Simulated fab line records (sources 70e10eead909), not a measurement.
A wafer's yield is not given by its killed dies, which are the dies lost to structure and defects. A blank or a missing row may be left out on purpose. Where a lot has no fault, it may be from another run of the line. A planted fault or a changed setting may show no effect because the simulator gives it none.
The tool behind it: which one?    flow nandHarc    23 lots with 69 wafers sampled at 4 steps, on a route of 1302 steps

== WHAT EACH GAUGE READ, for each wafer ==
NHARC_P_ZERO_WELL_CD_MEAS_24: the cd target is 720 nm. Usual: cdNm reads 718.9 nm (standard deviation 1.5).
lot   measured      on        cdNm (nm)          flag
L074  day 1 23:19   cdSem-01  717.0 717.0 718.9  
L075  day 2 08:28   cdSem-01  717.6 718.1 717.2  
L076  day 2 18:35   cdSem-02  719.9 721.7 721.1  
L077  day 3 04:28   cdSem-01  717.6 718.6 718.9  
L078  day 3 14:27   cdSem-02  716.0 717.2 718.5  
L079  day 4 01:42   cdSem-03  716.4 717.2 715.9  
L080  day 4 11:14   cdSem-01  720.5 716.6 716.0  
L081  day 4 20:42   cdSem-01  718.1 716.9 718.5  
L083  day 5 16:35   cdSem-03  715.9 719.4 717.0  
L084  day 6 02:35   cdSem-03  718.5 719.3 720.1  
L085  day 6 12:35   cdSem-02  720.9 718.5 718.9  
L086  day 6 22:34   cdSem-01  718.3 719.2 720.7  
L087  day 7 08:42   cdSem-02  720.4 718.3 717.8  
L088  day 7 18:28   cdSem-01  718.7 719.1 719.1  
L089  day 8 04:28   cdSem-03  717.1 717.9 717.7  
L090  day 8 14:27   cdSem-02  723.0 719.4 718.4  
L091  day 9 00:20   cdSem-02  717.4 718.6 721.4  
L092  day 9 10:37   cdSem-03  721.6 719.5 719.9  
L093  day 9 20:20   cdSem-02  719.6 717.1 721.0  
L094  day 10 06:53  cdSem-03  718.1 716.0 720.2  
L095  day 10 16:28  cdSem-02  719.1 718.6 719.8  
L096  day 11 02:34  cdSem-01  719.4 721.0 721.0  
L097  day 11 12:42  cdSem-03  719.1 719.6 720.7  

NHARC_P_STI_INSPECT_25. Usual: rawDefectCount reads 210 (standard deviation 68).
lot   measured      on                rawDefectCount  flag
L074  day 4 05:05   defectInspect-02  172 124 140     
L075  day 4 13:32   defectInspect-01  155 272 173     
L076  day 4 20:58   defectInspect-01  276 254 168     
L077  day 5 02:52   defectInspect-01  151 142 158     
L078  day 5 19:09   defectInspect-02  136 161 144     
L079  day 5 23:56   defectInspect-01  323 289 319     
L080  day 6 17:26   defectInspect-01  158 333 149     
L081  day 7 03:18   defectInspect-02  269 299 246     
L083  day 7 20:11   defectInspect-02  181 186 234     
L084  day 8 10:59   defectInspect-01  226 272 108     
L085  day 8 17:34   defectInspect-02  122 165 299     
L086  day 9 05:59   defectInspect-02  401 246 214     
L087  day 10 06:27  defectInspect-02  194 223 157     
L088  day 10 06:28  defectInspect-01  144 163 131     
L089  day 10 22:29  defectInspect-01  150 242 188     
L090  day 10 22:29  defectInspect-02  165 155 172     
L091  day 11 05:56  defectInspect-02  138 152 143     
L092  day 11 13:01  defectInspect-01  268 156 372     
L093  day 12 07:01  defectInspect-02  167 217 249     
L094  day 12 07:00  defectInspect-01  144 119 174     
L095  day 12 17:37  defectInspect-01  283 348 381     
L096  day 13 04:32  defectInspect-01  295 124 142     
L097  day 13 18:38  defectInspect-02  338 136 212     

== WHAT TOOL EACH LOT RAN ON (gives the tool, then ch and the chambers of the sampled wafers, and finally the start) ==
lot   NHARC_P_ZERO_WELL_ETCH_62                     NHARC_P_ZERO_WELL_ETCH_63
L074  rieDiel-11 ch 0,1, day 1 22:31 or earlier     rieSi-05 ch 0,1,3, day 1 22:31
L075  rieDiel-13 ch 0,1,2, day 2 07:34 or earlier   rieSi-03 ch 0,1,2, day 2 07:34
L076  rieDiel-13 ch 1,2,3, day 2 17:39 or earlier   rieSi-03 ch 0,1,2, day 2 17:39
L077  rieDiel-11 ch 0,1,2, day 3 03:40 or earlier   rieSi-05 ch 1,3, day 3 03:40
L078  rieDiel-08 ch 1,2, day 3 13:31 or earlier     rieSi-05 ch 0,3, day 3 13:31
L079  rieDiel-08 ch 1,2,3, day 4 00:47 or earlier   rieSi-03 ch 0,2,3, day 4 00:47
L080  rieDiel-08 ch 1,2, day 4 10:19 or earlier     rieSi-03 ch 0,1, day 4 10:19
L081  rieDiel-11 ch 0,1,2, day 4 19:54 or earlier   rieSi-03 ch 1,2,3, day 4 19:54
L083  rieDiel-13 ch 0,1,3, day 5 15:41 or earlier   rieSi-06 ch 1,2,3, day 5 15:41
L084  rieDiel-08 ch 1,2, day 6 01:39 or earlier     rieSi-05 ch 0,1,3, day 6 01:39
L085  rieDiel-08 ch 1,2,3, day 6 11:41 or earlier   rieSi-06 ch 1,2,3, day 6 11:41
L086  rieDiel-13 ch 0,1,3, day 6 21:39 or earlier   rieSi-05 ch 1,2, day 6 21:39
L087  rieDiel-11 ch 0,1,2, day 7 07:46 or earlier   rieSi-03 ch 1,2,3, day 7 07:46
L088  rieDiel-08 ch 1,2,3, day 7 17:32 or earlier   rieSi-06 ch 0,1, day 7 17:32
L089  rieDiel-11 ch 1,2, day 8 03:41 or earlier     rieSi-05 ch 0,1,2, day 8 03:41
L090  rieDiel-11 ch 0,1,3, day 8 13:39 or earlier   rieSi-05 ch 0,1,3, day 8 13:39
L091  rieDiel-13 ch 0,3, day 8 23:33 or earlier     rieSi-06 ch 0,3, day 8 23:33
L092  rieDiel-13 ch 2,3, day 9 09:43 or earlier     rieSi-06 ch 0,1,3, day 9 09:43
L093  rieDiel-11 ch 0,1, day 9 19:32 or earlier     rieSi-03 ch 0,1, day 9 19:32
L094  rieDiel-11 ch 0,1,3, day 10 05:58 or earlier  rieSi-06 ch 0,1,2, day 10 05:58
L095  rieDiel-11 ch 0,1,3, day 10 15:32 or earlier  rieSi-06 ch 0,1,3, day 10 15:32
L096  rieDiel-13 ch 0,3, day 11 01:39 or earlier    rieSi-06 ch 0,3, day 11 01:39
L097  rieDiel-08 ch 0,3, day 11 11:46 or earlier    rieSi-03 ch 0,3, day 11 11:46
- NHARC_P_ZERO_WELL_ETCH_62: etches the open film in CHF3/Ar, target depth 13 nm, time 6.5 s.
- NHARC_P_ZERO_WELL_ETCH_63: etches the open film in HBr/Cl2, target depth 120 nm, time 40.1 s.

== AS READ BY THE TOOLS THEMSELVES (means over the sampled wafers that have a number; for cases with no such wafer, the mark the record gives instead) ==
NHARC_P_ZERO_WELL_ETCH_62. Usual: drypumpMotorCurrentA 6.0 A, standard deviation 0.55; oesProductAu 0.957 a.u., standard deviation 0.017; rfVppV 369.8 V, standard deviation 2.1; showerheadPlenumPTorr 2.31 Torr, standard deviation 0.087; throttleValvePct 20.217 %, standard deviation 0.0083.
lot   tool        drypumpMotorCurrentA (A)  oesProductAu (a.u.)  rfVppV (V)  showerheadPlenumPTorr (Torr)  throttleValvePct (%)  flag
L074  rieDiel-11  6.2                       0.946                369.9       2.30                          20.224                
L075  rieDiel-13  5.9                       0.973                368.7       2.27                          20.216                
L076  rieDiel-13  6.2                       0.977                369.3       2.28                          20.220                
L077  rieDiel-11  6.3                       0.978                369.6       2.31                          20.214                
L078  rieDiel-08  6.2                       0.972                370.1       2.36                          20.217                
L079  rieDiel-08  6.1                       0.932                369.4       2.31                          20.218                
L080  rieDiel-08  5.8                       0.942                371.1       2.38                          20.222                
L081  rieDiel-11  6.3                       0.957                369.5       2.30                          20.214                
L083  rieDiel-13  5.9                       0.962                370.5       2.33                          20.214                
L084  rieDiel-08  6.1                       0.927                370.1       2.35                          20.226                
L085  rieDiel-08  6.1                       0.973                370.0       2.30                          20.225                
L086  rieDiel-13  5.8                       0.951                370.4       2.33                          20.221                
L087  rieDiel-11  6.3                       0.976                369.2       2.30                          20.208                
L088  rieDiel-08  6.1                       0.973                369.9       2.30                          20.222                
L089  rieDiel-11  6.5                       0.951                370.4       2.33                          20.216                
L090  rieDiel-11  6.2                       0.968                369.2       2.31                          20.209                
L091  rieDiel-13  5.3                       0.951                370.9       2.37                          20.217                
L092  rieDiel-13  5.9                       0.958                368.4       2.25                          20.217                
L093  rieDiel-11  6.2                       0.962                369.3       2.28                          20.224                
L094  rieDiel-11  6.2                       0.946                369.6       2.31                          20.217                
L095  rieDiel-11  6.2                       0.972                369.6       2.31                          20.211                
L096  rieDiel-13  5.3                       0.972                371.2       2.36                          20.212                
L097  rieDiel-08  5.4                       0.948                369.1       2.30                          20.209                

NHARC_P_ZERO_WELL_ETCH_63. Usual: drypumpMotorCurrentA 5.8 A, standard deviation 0.53; hbrFlowSccm 150.0 sccm, standard deviation 0.47; mfcCl2Sccm 49.98 sccm, standard deviation 0.15; oesProductAu 0.999 a.u., standard deviation 0.011; throttleValvePct 26.405 %, standard deviation 0.0099.
lot   tool      drypumpMotorCurrentA (A)  hbrFlowSccm (sccm)  mfcCl2Sccm (sccm)  oesProductAu (a.u.)  throttleValvePct (%)  flag
L074  rieSi-05  6.3                       150.3               50.00              0.995                26.395                
L075  rieSi-03  5.7                       149.8               50.08              0.994                26.407                
L076  rieSi-03  5.6                       150.1               50.00              0.992                26.406                
L077  rieSi-05  6.2                       149.9               49.98              0.994                26.406                
L078  rieSi-05  6.4                       149.9               49.96              0.994                26.396                
L079  rieSi-03  5.4                       149.8               50.12              0.998                26.402                
L080  rieSi-03  5.5                       149.6               49.91              1.002                26.421                
L081  rieSi-03  5.7                       149.9               49.96              0.993                26.397                
L083  rieSi-06  5.6                       149.6               49.99              0.997                26.403                
L084  rieSi-05  6.3                       150.0               49.85              1.016                26.401                
L085  rieSi-06  5.6                       149.9               50.03              0.999                26.408                
L086  rieSi-05  6.3                       150.6               49.94              0.989                26.403                
L087  rieSi-03  5.7                       149.8               50.01              0.987                26.418                
L088  rieSi-06  5.2                       150.0               49.87              1.003                26.399                
L089  rieSi-05  6.4                       150.2               50.02              1.004                26.405                
L090  rieSi-05  6.3                       150.5               49.95              0.994                26.394                
L091  rieSi-06  5.6                       150.2               50.10              1.000                26.408                
L092  rieSi-06  5.4                       149.9               50.02              0.998                26.397                
L093  rieSi-03  5.7                       150.1               49.90              0.988                26.416                
L094  rieSi-06  5.4                       150.4               49.86              0.991                26.404                
L095  rieSi-06  5.4                       150.3               50.11              1.002                26.411                
L096  rieSi-06  5.6                       149.5               49.99              1.001                26.407                
L097  rieSi-03  5.2                       150.3               49.99              0.995                26.403                

== THE ANSWER, worked out from the rows above alone ==
Rule: lot off if the mean of its wafers having a number is beyond 3 standard deviations from the usual mean. Also off: a lot with no number at a reading for which 4 or more lots have one. All remaining lots with rows at the step are treated as sound. Order of review: gauges by route order, followed by the tools' own readings, for which a lot's mean as printed above is used. The first step at which some lot is off is used, and at that step the reading that is off furthest; a lot without a number counts as furthest.
None of the lots is off at any reading shown; this tells nothing.

== WHAT THE SIMULATOR HAD PUT IN ==
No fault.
